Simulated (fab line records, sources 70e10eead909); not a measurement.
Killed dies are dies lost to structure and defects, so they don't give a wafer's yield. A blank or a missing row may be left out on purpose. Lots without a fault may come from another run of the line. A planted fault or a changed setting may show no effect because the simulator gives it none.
Chamber matching | flow nand_harc | NHARC_A_CONTACT_DEP_29 on pecvd-01: 3 sister chambers
The step deposits SiON, target thk 100 nm. 6 wafers are shown with their chamber, then 11 later ones without.

WAFERS WITH THEIR CHAMBER
wafer  | chamber | heater_power_w (W)
L086.5 | 2       | 880
L086.6 | 0       | 798
L087.3 | 0       | 912
L087.5 | 1       | 648
L087.6 | 2       | 875
L089.2 | 1       | 628

WAFERS WITHOUT THEIR CHAMBER
wafer  | heater_power_w (W)
L089.4 | 854
L089.6 | 903
L091.2 | 618
L091.5 | 818
L091.6 | 958
L095.1 | 744
L095.2 | 796
L095.6 | 621
L097.3 | 864
L097.4 | 690
L097.6 | 883

WHICH CHAMBER EACH WENT THROUGH
wafer  | from the rows above          | in truth
L089.4 | can't be placed: 0 or 2      | 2
L089.6 | can't be placed: 2 or 0      | 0
L091.2 | 1                            | 1
L091.5 | can't be placed: 0 or 2      | 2
L091.6 | can't be placed: 2 or 0      | 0
L095.1 | can't be placed: 1 or 0 or 2 | 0
L095.2 | can't be placed: 0 or 2      | 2
L095.6 | 1                            | 1
L097.3 | can't be placed: 0 or 2      | 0
L097.4 | 1                            | 1
L097.6 | can't be placed: 2 or 0      | 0
Placed correctly: 3 of 11. Can't be placed from these rows: 8 (the true chamber is among the candidates in 8). Placed wrongly: 0.
How it was worked out, from the rows above alone: a wafer's distance from a chamber is the root of the sum, over the readings, of the square of ((its reading less the chamber's mean) divided by the reading's scatter). The wafer belongs to the nearest chamber; if the next one is less than 2 further off, it can't be placed. A chamber's mean is the mean of its shown wafers. The scatter: the root of (the sum of the squares of (reading less its chamber's mean) over the shown wafers, divided by (wafers less chambers)).
